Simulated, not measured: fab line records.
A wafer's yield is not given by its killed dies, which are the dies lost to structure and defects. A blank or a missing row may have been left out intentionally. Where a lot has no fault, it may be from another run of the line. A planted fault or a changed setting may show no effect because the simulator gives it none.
Matching of chambers	flow n5 finfet	N5_BEOL_M5_ETCH_68 on rie diel-03 has 4 sister chambers
The step etches SOC in N2/H2, target depth 80 nm, overetch 16 nm, time 120 s. 4 wafers are shown with their chamber, then 8 later ones without.

## WAFERS, EACH WITH ITS CHAMBER
wafer	chamber	drypump motor current A (A)
L085.3	0	6.0
L085.5	1	6.6
L093.6	3	6.5
L092.1	2	5.8

## WAFERS MISSING THEIR CHAMBER
wafer	drypump motor current A (A)
L092.2	6.6
L092.5	6.1
L094.2	6.5
L094.3	5.8
L094.6	6.5
L096.4	5.8
L096.5	6.1
L096.6	6.5

## WHICH CHAMBER EACH WENT THROUGH
wafer	from the rows above	in truth
L092.2	1	1
L092.5	0	0
L094.2	3	3
L094.3	2	2
L094.6	3	3
L096.4	2	2
L096.5	0	0
L096.6	3	3
Placed correctly: 8 of 8. Not placeable from these rows: 0. Placed wrongly: 0.
How it was worked out, from the rows above alone: a wafer's distance from a chamber is the root of the sum, over the readings, of the square of ((its reading less the chamber's mean) divided by the reading's scatter). The wafer belongs to the nearest chamber; if the next one is less than 2 further off, it can't be placed. Each chamber's mean is taken over the wafers shown for it. The scatter: with one shown wafer a chamber, the root of the mean of the squares of how far each hidden wafer lies from its nearest shown one.
